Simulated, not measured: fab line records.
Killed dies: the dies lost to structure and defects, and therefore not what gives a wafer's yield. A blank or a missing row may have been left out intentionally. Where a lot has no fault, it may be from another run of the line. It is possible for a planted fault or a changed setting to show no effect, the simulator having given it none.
fab line records	flow n5-finfet
[record] lots = 24	wafers = 72	last-day = 19
route steps=1938 shown BEOL_M4@1046
lots that met no fault: from a run of the same line without faults
start-h: the number of hours between the record's first day and the start of the first shown wafer of the lot	wait-h: hours from the lot's prior step to this one	" same as the row above	L1.1+2: a row that stands for several wafers	- no value, or no start was given	* or withheld: withheld	< > ~ a bound
route shown NAME@n: NAME is a module with steps in the file, n the number in the route of the first one	usual: the fault-free wafers' mean and standard deviation	same: alike in all rows	chamber/n: place in a boat	sites: per-site readings	_std_site: standard deviation across them	_edge_site: inner sites' mean taken away from outer sites' mean	radius-mm: for every site, how far away it sits from the centre of the wafer	mask NAME#n: copy n	behind: the last tool/chamber to shape the wafer	hold: what put the lot on hold/how long, in hours/how the hold closed	device: names the non-switching transistor (n, p or np)	end of line: at the end of the route, the tests of the same wafers	a step without rows: its recipe alone	killed: at the first sort, the dies lost to defects and structure; wafer yield is something else	map: the dies of a wafer, with x for killed, . for not killed, _ for no die there
set.NAME: the setting that was run; set.NAME@STEP: the one run at that earlier step	model.NAME: the simulator's own value behind a step, which no gauge read
a sample of lots followed through the steps of the route, with each step as a table and each wafer as a row
services: a tool's chamber out of use, with start hour (start-h, from the record's first day; less than 0 if before it), hours out, and reason
[[steps]]
[step N5_BEOL_M4_CD_MEAS_18]
[recipe] pitch-nm = 36	target-cd-nm = 18
[usual] cd-nm = 17.9/0.4
lot.wafer	tool	chamber	start-h	wait-h	cd-nm
L074.2	cd-sem-02	-	182.25	0.1	17.9
L074.4	"	-	"	"	17.7
L074.5	"	-	"	"	17.8
L075.1	cd-sem-03	-	185.53	0.1	17.0
L075.3	"	-	"	"	18.0
L075.5	"	-	"	"	17.5
L078.1	cd-sem-03	-	188.74	0.0	17.3
L078.2	"	-	"	"	17.4
L078.6	"	-	"	"	17.3
L076.1	cd-sem-01	-	188.85	0.0	19.1
L076.2	"	-	"	"	18.1
L076.6	"	-	"	"	18.6
L077.2	cd-sem-03	-	189.70	0.1	17.4
L077.3	"	-	"	"	17.6
L077.4	"	-	"	"	18.1
L080.1	cd-sem-02	-	189.74	0.0	18.2
L080.2	"	-	"	"	17.8
L080.6	"	-	"	"	18.4
L079.3	cd-sem-01	-	192.00	0.1	18.3
L079.4	"	-	"	"	17.9
L079.6	"	-	"	"	18.3
L081.2	cd-sem-01	-	195.26	0.1	18.1
L081.3	"	-	"	"	18.1
L081.5	"	-	"	"	18.2
L083.1	cd-sem-02	-	212.84	0.0	18.0
L083.2	"	-	"	"	18.3
L083.3	"	-	"	"	17.1
L082.2	cd-sem-03	-	212.96	0.1	18.2
L082.5	"	-	"	"	17.5
L082.6	"	-	"	"	17.5
L084.1	cd-sem-02	-	226.15	0.0	17.7
L084.3	"	-	"	"	17.5
L084.6	"	-	"	"	18.1
L085.1	cd-sem-01	-	236.46	0.0	17.9
L085.2	"	-	"	"	17.6
L085.6	"	-	"	"	17.7
L086.4	cd-sem-02	-	242.62	0.1	18.1
L086.5	"	-	"	"	17.9
L086.6	"	-	"	"	17.6
L088.2	cd-sem-02	-	247.88	0.1	17.6
L088.3	"	-	"	"	18.5
L088.6	"	-	"	"	17.8
L092.1	cd-sem-02	-	260.20	0.0	18.0
L092.4	"	-	"	"	18.2
L092.5	"	-	"	"	17.8
L087.1	cd-sem-02	-	260.58	0.0	18.2
L087.3	"	-	"	"	18.4
L087.5	"	-	"	"	17.9
L089.3	cd-sem-01	-	260.73	0.1	18.2
L089.4	"	-	"	"	17.6
L089.6	"	-	"	"	17.7
L090.1	cd-sem-01	-	265.51	0.0	18.1
L090.4	"	-	"	"	18.2
L090.6	"	-	"	"	18.0
L091.1	cd-sem-02	-	267.41	0.0	18.1
L091.3	"	-	"	"	17.9
L091.4	"	-	"	"	18.5
L093.1	cd-sem-03	-	273.52	0.0	17.6
L093.4	"	-	"	"	18.2
L093.5	"	-	"	"	17.7
L094.2	cd-sem-02	-	273.96	0.1	18.2
L094.5	"	-	"	"	18.1
L094.6	"	-	"	"	18.2
L096.4	cd-sem-02	-	293.01	0.1	17.5
L096.5	"	-	"	"	18.5
L096.6	"	-	"	"	19.0
L095.1	cd-sem-03	-	304.24	0.0	18.3
L095.3	"	-	"	"	18.1
L095.4	"	-	"	"	18.3
L097.1	cd-sem-03	-	311.50	0.0	18.4
L097.2	"	-	"	"	18.0
L097.5	"	-	"	"	17.4
[step N5_BEOL_M4_SPUTTER_48]
[recipe] material = Cu	target-thk-a = 45	temp-c = -20	chamber-pressure-pa = 0.07	power-w = withheld	time-s = 8.29
[usual] throttle-valve-pct = 30.4/0.96
lot.wafer	tool	chamber	start-h	wait-h	throttle-valve-pct
L074.2	pvd-sputter-02	-	185.84	0.4	29.9
L074.4	"	-	"	"	29.4
L074.5	"	-	"	"	29.7
L075.1	pvd-sputter-03	-	188.95	0.1	32.1
L075.3	"	-	"	"	30.7
L075.5	"	-	"	"	32.0
L078.1	pvd-sputter-02	-	191.91	0.1	29.5
L078.2	"	-	"	"	29.9
L078.6	"	-	"	"	30.7
L076.1	pvd-sputter-03	-	192.07	0.1	30.7
L076.2	"	-	"	"	31.3
L076.6	"	-	"	"	31.4
L077.2	pvd-sputter-01	-	197.08	0.1	29.6
L077.3	"	-	"	"	28.4
L077.4	"	-	"	"	30.9
L080.1	pvd-sputter-03	-	205.89	0.3	30.8
L080.2	"	-	"	"	32.0
L080.6	"	-	"	"	31.1
L081.2	pvd-sputter-02	-	205.91	0.2	30.8
L081.3	"	-	"	"	29.5
L081.5	"	-	"	"	29.6
L079.3	pvd-sputter-03	-	212.43	0.2	31.3
L079.4	"	-	"	"	32.1
L079.6	"	-	"	"	30.8
L083.1	pvd-sputter-03	-	215.34	0.1	30.6
L083.2	"	-	"	"	30.7
L083.3	"	-	"	"	32.3
L082.2	pvd-sputter-02	-	215.76	0.2	30.0
L082.5	"	-	"	"	30.8
L082.6	"	-	"	"	30.0
L084.1	pvd-sputter-02	-	235.63	0.1	30.8
L084.3	"	-	"	"	29.3
L084.6	"	-	"	"	30.7
L085.1	pvd-sputter-03	-	239.61	0.1	32.1
L085.2	"	-	"	"	31.4
L085.6	"	-	"	"	32.0
L086.4	pvd-sputter-02	-	246.92	0.0	30.6
L086.5	"	-	"	"	30.9
L086.6	"	-	"	"	29.6
L088.2	pvd-sputter-01	-	250.63	0.3	30.3
L088.3	"	-	"	"	29.5
L088.6	"	-	"	"	30.5
L092.1	pvd-sputter-03	-	264.71	0.1	30.3
L092.4	"	-	"	"	30.7
L092.5	"	-	"	"	31.2
L089.3	pvd-sputter-02	-	266.49	0.1	29.8
L089.4	"	-	"	"	29.5
L089.6	"	-	"	"	29.6
L087.1	pvd-sputter-03	-	266.71	0.2	32.2
L087.3	"	-	"	"	30.9
L087.5	"	-	"	"	30.9
L090.1	pvd-sputter-01	-	270.93	0.9	30.3
L090.4	"	-	"	"	30.5
L090.6	"	-	"	"	30.6
L091.1	pvd-sputter-01	-	272.77	0.2	30.3
L091.3	"	-	"	"	29.5
L091.4	"	-	"	"	30.2
L093.1	pvd-sputter-01	-	279.84	3.7	29.6
L093.4	"	-	"	"	30.4
L093.5	"	-	"	"	30.6
L094.2	pvd-sputter-03	-	281.21	0.1	31.7
L094.5	"	-	"	"	30.8
L094.6	"	-	"	"	31.1
L096.4	pvd-sputter-03	-	297.52	0.0	31.3
L096.5	"	-	"	"	30.8
L096.6	"	-	"	"	32.0
L095.1	pvd-sputter-01	-	311.42	0.2	30.2
L095.3	"	-	"	"	30.7
L095.4	"	-	"	"	28.6
L097.1	pvd-sputter-02	-	317.44	0.1	29.7
L097.2	"	-	"	"	30.0
L097.5	"	-	"	"	30.6
[step N5_BEOL_M4_ANNEAL_89]
[recipe] temp-c = 400	time-s = 240	ambient = vacuum
[usual] heater-power-w = 843/100
lot.wafer	tool	chamber	start-h	wait-h	heater-power-w
L074.2	pvd-sputter-02	-	186.80	0.0	893
L074.4	"	-	"	"	766
L074.5	"	-	"	"	872
L075.1	pvd-sputter-03	-	189.91	0.0	759
L075.3	"	-	"	"	903
L075.5	"	-	"	"	775
L078.1	pvd-sputter-02	-	192.87	0.0	765
L078.2	"	-	"	"	909
L078.6	"	-	"	"	1011
L076.1	pvd-sputter-03	-	193.03	0.0	758
L076.2	"	-	"	"	783
L076.6	"	-	"	"	789
L077.2	pvd-sputter-01	-	198.04	0.0	860
L077.3	"	-	"	"	750
L077.4	"	-	"	"	880
L080.1	pvd-sputter-03	-	206.85	0.0	755
L080.2	"	-	"	"	796
L080.6	"	-	"	"	786
L081.2	pvd-sputter-02	-	206.87	0.0	1015
L081.3	"	-	"	"	698
L081.5	"	-	"	"	790
L079.3	pvd-sputter-03	-	213.39	0.0	789
L079.4	"	-	"	"	813
L079.6	"	-	"	"	738
L083.1	pvd-sputter-03	-	216.30	0.0	862
L083.2	"	-	"	"	740
L083.3	"	-	"	"	802
L082.2	pvd-sputter-02	-	216.72	0.0	693
L082.5	"	-	"	"	999
L082.6	"	-	"	"	900
L084.1	pvd-sputter-02	-	236.59	0.0	1014
L084.3	"	-	"	"	758
L084.6	"	-	"	"	1019
L085.1	pvd-sputter-03	-	240.57	0.0	779
L085.2	"	-	"	"	795
L085.6	"	-	"	"	800
L086.4	pvd-sputter-02	-	247.88	0.0	1023
L086.5	"	-	"	"	1007
L086.6	"	-	"	"	868
L088.2	pvd-sputter-01	-	251.59	0.0	1142
L088.3	"	-	"	"	857
L088.6	"	-	"	"	883
L092.1	pvd-sputter-03	-	265.67	0.0	899
L092.4	"	-	"	"	748
L092.5	"	-	"	"	819
L089.3	pvd-sputter-02	-	267.45	0.0	767
L089.4	"	-	"	"	892
L089.6	"	-	"	"	900
L087.1	pvd-sputter-03	-	267.67	0.0	798
L087.3	"	-	"	"	762
L087.5	"	-	"	"	898
L090.1	pvd-sputter-01	-	271.89	0.0	1123
L090.4	"	-	"	"	881
L090.6	"	-	"	"	888
L091.1	pvd-sputter-01	-	273.73	0.0	881
L091.3	"	-	"	"	864
L091.4	"	-	"	"	1121
L093.1	pvd-sputter-01	-	280.80	0.0	853
L093.4	"	-	"	"	895
L093.5	"	-	"	"	891
L094.2	pvd-sputter-03	-	282.17	0.0	789
L094.5	"	-	"	"	899
L094.6	"	-	"	"	749
L096.4	pvd-sputter-03	-	298.48	0.0	809
L096.5	"	-	"	"	891
L096.6	"	-	"	"	809
L095.1	pvd-sputter-01	-	312.38	0.0	1104
L095.3	"	-	"	"	881
L095.4	"	-	"	"	784
L097.1	pvd-sputter-02	-	318.40	0.0	698
L097.2	"	-	"	"	906
L097.5	"	-	"	"	986
[step N5_BEOL_M4_CMP_52]
[recipe] stop-on = SiOC	t-overpolish-s = 6.8	down-force-psi = 1	platen-rpm = 50	clearing-platen-down-force-psi = 1.5	clearing-platen-rpm = 50	post-cmp-clean = cu-alkaline	target-thk-nm = 40	clearing-platen-pad-velocity-m-s = 0.99484	pad-velocity-m-s = 0.99484
[usual] barrier-field-endpoint-s = 24.8/0.58	motor-current-A = 6.1/0.45	overpolish-run-s = 6.799/0.0091	slurry-flow-ml-min = 150.1/0.44	time-to-endpoint-s = 63/3.4
[same] t-overpolish-s = 6.8
lot.wafer	tool	chamber	start-h	wait-h	barrier-field-endpoint-s	motor-current-A	overpolish-run-s	slurry-flow-ml-min	time-to-endpoint-s
L074.2	cmp-02	3	188.11	0.2	25.3	5.1	6.796	150.2	67
L074.4	"	1	"	"	25.5	6.9	6.780	150.5	64
L074.5	"	3	"	"	25.5	5.6	6.800	149.5	65
L075.1	cmp-01	1	191.24	0.3	24.4	6.2	6.807	149.9	65
L075.3	"	3	"	"	24.7	5.8	6.779	149.5	61
L075.5	"	0	"	"	24.8	6.0	6.791	149.4	61
L078.1	cmp-02	1	194.16	0.3	24.9	7.0	6.814	149.5	63
L078.2	"	0	"	"	23.5	6.1	6.792	149.4	55
L078.6	"	2	"	"	24.9	6.6	6.806	149.8	64
L076.1	cmp-04	0	194.32	0.3	25.4	5.8	6.783	150.4	63
L076.2	"	1	"	"	25.6	5.9	6.798	150.9	62
L076.6	"	1	"	"	24.8	5.9	6.802	150.3	62
L077.4	cmp-04	3	199.34	0.1	24.6	6.6	6.791	149.4	59
L077.3	"	0	"	"	24.9	6.0	6.796	150.7	63
L077.2	"	2	"	"	25.1	5.7	6.779	150.2	63
L080.2	cmp-04	1	208.34	0.2	25.4	6.2	6.811	149.6	65
L080.1	"	0	"	"	24.9	5.8	6.792	149.7	66
L080.6	"	1	"	"	25.6	5.8	6.805	150.2	67
L081.3	cmp-02	2	208.44	0.2	24.7	6.9	6.794	150.8	67
L081.2	"	3	"	"	25.7	5.5	6.799	149.4	69
L081.5	"	2	"	"	25.4	6.5	6.794	150.7	66
L079.4	cmp-02	1	214.81	0.1	24.9	6.4	6.811	150.8	61
L079.3	"	3	"	"	25.5	5.6	6.807	150.4	65
L079.6	"	1	"	"	25.4	7.0	6.794	150.4	60
L083.3	cmp-01	3	217.59	0.2	24.8	6.2	6.814	149.5	63
L083.1	"	1	"	"	24.9	6.1	6.790	149.8	66
L083.2	"	2	"	"	24.7	6.3	6.813	150.0	63
L082.2	cmp-02	0	218.01	0.2	22.7	6.2	6.802	149.2	60
L082.5	"	0	"	"	24.3	5.9	6.804	150.1	59
L082.6	"	1	"	"	25.2	7.1	6.810	150.0	66
L084.1	cmp-01	3	237.88	0.3	25.0	6.1	6.807	150.2	63
L084.3	"	2	"	"	24.1	6.3	6.806	150.3	63
L084.6	"	3	"	"	25.3	6.2	6.796	150.3	63
L085.1	cmp-04	1	241.87	0.3	24.6	5.8	6.782	150.1	64
L085.2	"	0	"	"	24.0	5.7	6.804	150.9	61
L085.6	"	1	"	"	24.0	5.9	6.792	149.9	62
L086.4	cmp-02	3	249.17	0.1	25.3	5.3	6.802	150.5	65
L086.5	"	3	"	"	25.1	5.3	6.784	149.7	64
L086.6	"	0	"	"	24.7	5.9	6.795	149.2	57
L088.2	cmp-01	0	252.93	0.2	25.7	5.6	6.803	150.1	68
L088.3	"	2	"	"	24.3	6.4	6.787	149.6	62
L088.6	"	3	"	"	25.6	6.4	6.801	151.2	65
L092.4	cmp-01	0	267.27	0.4	24.7	6.3	6.811	150.0	62
L092.1	"	2	"	"	24.7	6.8	6.802	150.3	62
L092.5	"	3	"	"	25.6	6.2	6.799	150.5	65
L089.3	cmp-01	3	269.14	0.2	25.1	6.0	6.830	149.6	63
L089.4	"	0	"	"	25.0	5.8	6.803	149.3	65
L089.6	"	2	"	"	25.5	6.4	6.789	149.7	60
L087.3	cmp-04	3	269.15	0.2	24.2	6.9	6.800	150.3	60
L087.1	"	2	"	"	24.4	5.7	6.800	149.4	62
L087.5	"	0	"	"	24.3	6.1	6.800	150.3	58
L090.1	cmp-04	3	273.40	0.3	24.5	6.7	6.802	150.7	58
L090.4	"	2	"	"	25.6	5.8	6.813	149.6	59
L090.6	"	3	"	"	24.5	6.8	6.785	150.3	59
L091.3	cmp-04	0	275.04	0.2	24.3	5.8	6.806	149.5	60
L091.1	"	1	"	"	24.7	6.0	6.799	149.5	59
L091.4	"	2	"	"	24.9	5.8	6.786	150.4	58
L093.4	cmp-01	0	282.28	0.2	25.4	6.0	6.785	150.2	65
L093.1	"	1	"	"	25.4	6.3	6.794	150.4	65
L093.5	"	3	"	"	24.7	5.9	6.810	149.8	64
L094.2	cmp-02	2	283.61	0.2	24.7	6.6	6.805	150.0	63
L094.6	"	2	"	"	25.5	6.8	6.795	149.8	67
L094.5	"	3	"	"	26.0	5.3	6.809	150.2	69
L095.3	cmp-02	3	313.70	0.2	25.9	5.5	6.812	150.4	66
L095.1	"	1	"	"	25.0	6.9	6.804	150.2	64
L095.4	"	2	"	"	25.0	6.8	6.805	149.9	59
L097.2	cmp-01	3	319.77	0.3	23.7	6.1	6.786	149.5	58
L097.1	"	0	"	"	24.5	5.7	6.792	149.9	62
L097.5	"	1	"	"	24.0	6.3	6.795	150.8	60
L096.4	cmp-02	2	339.87	0.2	25.2	6.6	6.793	149.8	69
L096.6	"	1	"	"	25.2	7.0	6.789	150.0	65
L096.5	"	2	"	"	25.1	6.8	6.794	150.2	68
[step N5_BEOL_M4_THK_MEAS_53]
[recipe] thk-meas-gauge = xrf	reads = Cu_of_BEOL_M4_ECD_50
[usual] M4_THK = 40.0/1.8
lot.wafer	tool	chamber	start-h	wait-h	M4_THK[nm]
L074.2	film-metro-01	-	188.40	-	42.4
L074.4	"	-	"	"	41.1
L074.5	"	-	"	"	41.6
L075.1	film-metro-02	-	191.50	-	41.4
L075.3	"	-	"	"	40.8
L075.5	"	-	"	"	39.8
L078.1	film-metro-02	-	194.45	-	40.8
L078.2	"	-	"	"	41.2
L078.6	"	-	"	"	41.2
L076.1	film-metro-01	-	194.62	-	36.6
L076.2	"	-	"	"	38.7
L076.6	"	-	"	"	39.0
L077.2	film-metro-01	-	199.63	-	39.3
L077.3	"	-	"	"	36.9
L077.4	"	-	"	"	40.3
L080.1	film-metro-01	-	208.63	-	39.0
L080.2	"	-	"	"	38.0
L080.6	"	-	"	"	40.2
L081.2	film-metro-02	-	208.74	-	43.3
L081.3	"	-	"	"	40.4
L081.5	"	-	"	"	45.0
L079.3	film-metro-01	-	215.11	-	39.4
L079.4	"	-	"	"	38.5
L079.6	"	-	"	"	39.4
L083.1	film-metro-02	-	217.88	-	40.1
L083.2	"	-	"	"	40.1
L083.3	"	-	"	"	40.7
L082.2	film-metro-01	-	218.30	-	37.2
L082.5	"	-	"	"	37.4
L082.6	"	-	"	"	42.9
L084.1	film-metro-01	-	238.18	-	37.9
L084.3	"	-	"	"	42.1
L084.6	"	-	"	"	39.2
L085.1	film-metro-02	-	242.16	-	38.4
L085.2	"	-	"	"	41.4
L085.6	"	-	"	"	42.3
L086.4	film-metro-01	-	249.47	-	42.1
L086.5	"	-	"	"	41.7
L086.6	"	-	"	"	37.7
L088.2	film-metro-01	-	253.18	-	40.8
L088.3	"	-	"	"	37.2
L088.6	"	-	"	"	41.8
L092.1	film-metro-01	-	267.53	-	37.7
L092.4	"	-	"	"	40.8
L092.5	"	-	"	"	39.6
L089.3	film-metro-01	-	269.36	-	40.1
L089.4	"	-	"	"	39.4
L089.6	"	-	"	"	40.2
L087.1	film-metro-02	-	269.44	-	40.3
L087.3	"	-	"	"	37.5
L087.5	"	-	"	"	40.1
L090.1	film-metro-01	-	273.69	-	35.9
L090.4	"	-	"	"	35.8
L090.6	"	-	"	"	36.0
L091.1	film-metro-02	-	275.33	-	41.1
L091.3	"	-	"	"	39.7
L091.4	"	-	"	"	39.7
L093.1	film-metro-02	-	282.50	-	42.0
L093.4	"	-	"	"	42.7
L093.5	"	-	"	"	42.9
L094.2	film-metro-02	-	283.91	-	39.8
L094.5	"	-	"	"	40.6
L094.6	"	-	"	"	40.0
L095.1	film-metro-02	-	313.99	-	41.7
L095.3	"	-	"	"	39.3
L095.4	"	-	"	"	39.6
L097.1	film-metro-01	-	319.99	-	38.9
L097.2	"	-	"	"	38.0
L097.5	"	-	"	"	37.9
L096.4	film-metro-02	-	340.13	-	42.0
L096.5	"	-	"	"	38.7
L096.6	"	-	"	"	40.9
[step N5_BEOL_M4_PRE_CLEAN_60]
[recipe] gas = NH3/H2	time-s = 15	temp-c = *	rf-power-w = 300
[usual] heater-power-outer-w = 30/7	heater-power-w = 99/9.5
lot.wafer	tool	chamber	start-h	wait-h	heater-power-outer-w	heater-power-w
L074.2	cvd-co-02	2	188.44	0.0	30	97
L074.4	"	0	"	"	20	89
L074.5	"	1	"	"	25	99
L075.1	cvd-co-02	0	191.53	0.0	20	90
L075.3	"	1	"	"	26	102
L075.5	"	2	"	"	30	96
L078.1	cvd-co-01	1	194.49	0.0	26	94
L078.2	"	0	"	"	43	116
L078.6	"	0	"	"	41	118
L076.1	cvd-co-02	1	194.66	0.0	25	100
L076.2	"	0	"	"	20	91
L076.6	"	2	"	"	30	96
L077.2	cvd-co-01	2	199.67	0.0	31	94
L077.3	"	0	"	"	41	119
L077.4	"	2	"	"	31	96
L080.1	cvd-co-01	0	208.67	0.0	44	117
L080.2	"	1	"	"	27	96
L080.6	"	1	"	"	27	92
L081.2	cvd-co-01	2	208.78	0.0	31	96
L081.3	"	0	"	"	42	118
L081.5	"	2	"	"	31	96
L079.3	cvd-co-01	2	215.14	0.0	31	93
L079.4	"	0	"	"	42	117
L079.6	"	2	"	"	31	94
L083.1	cvd-co-02	0	217.92	0.0	20	92
L083.2	"	1	"	"	26	98
L083.3	"	2	"	"	30	97
L082.2	cvd-co-02	2	218.34	0.0	30	97
L082.5	"	2	"	"	30	96
L082.6	"	1	"	"	24	99
L084.1	cvd-co-02	0	238.21	0.0	21	90
L084.3	"	2	"	"	30	98
L084.6	"	0	"	"	21	92
L085.1	cvd-co-01	2	242.20	0.0	31	93
L085.2	"	1	"	"	27	95
L085.6	"	2	"	"	31	96
L086.4	cvd-co-02	2	249.52	0.1	29	95
L086.5	"	1	"	"	25	98
L086.6	"	0	"	"	20	90
L088.2	cvd-co-01	2	253.22	0.0	32	93
L088.3	"	0	"	"	44	119
L088.6	"	2	"	"	32	96
L092.1	cvd-co-01	0	267.57	0.0	43	121
L092.4	"	0	"	"	43	117
L092.5	"	1	"	"	27	92
L089.3	cvd-co-01	1	269.40	0.0	27	92
L089.4	"	1	"	"	27	95
L089.6	"	0	"	"	43	119
L087.1	cvd-co-01	1	269.59	0.1	27	97
L087.3	"	0	"	"	43	120
L087.5	"	0	"	"	42	117
L090.1	cvd-co-01	2	273.73	0.0	32	94
L090.4	"	1	"	"	27	93
L090.6	"	0	"	"	43	115
L091.1	cvd-co-02	2	275.44	0.1	30	97
L091.3	"	0	"	"	21	92
L091.4	"	2	"	"	30	101
L093.1	cvd-co-01	0	282.54	0.0	43	119
L093.4	"	0	"	"	42	122
L093.5	"	1	"	"	28	94
L094.2	cvd-co-02	1	283.94	0.0	26	98
L094.5	"	1	"	"	26	98
L094.6	"	2	"	"	30	96
L095.1	cvd-co-02	0	314.03	0.0	21	93
L095.3	"	0	"	"	21	93
L095.4	"	1	"	"	26	101
L097.1	cvd-co-01	2	320.02	0.0	30	94
L097.2	"	0	"	"	43	118
L097.5	"	2	"	"	31	97
L096.4	cvd-co-02	0	340.18	0.1	22	91
L096.5	"	0	"	"	22	95
L096.6	"	2	"	"	30	99
[[services]]
tool	chamber	start-h	hours	kind
cmp-01	-	162.61	1.0	repair
cvd-co-02	2	162.97	6.2	repair
cmp-01	-	173.77	0.7	repair
cmp-01	-	177.34	6.2	pm
cvd-co-01	-	193.17	1.1	repair
cmp-01	-	198.41	2.6	repair
cmp-04	-	212.82	0.3	repair
cmp-04	-	227.49	4.0	pm
cmp-01	-	231.61	2.1	repair
cmp-02	-	258.41	2.0	repair
cvd-co-02	1	261.07	15.9	repair
cmp-02	-	262.26	0.8	repair
cvd-co-01	-	265.49	1.7	repair
cmp-04	-	276.78	0.6	repair
cvd-co-02	2	291.02	36.6	repair
cmp-01	-	294.23	3.9	repair
cmp-04	-	296.31	1.8	repair
cmp-01	-	298.98	4.0	pm
cmp-01	-	302.98	-	consumable-replace:conditioner
cmp-01	-	313.44	1.2	repair
cmp-02	-	325.52	3.7	pm
cvd-co-02	1	333.33	-	clean
cvd-co-02	1	333.33	22.0	scheduled-down
cvd-co-02	1	333.33	22.0	vent-cycle
[[key]]
fault none
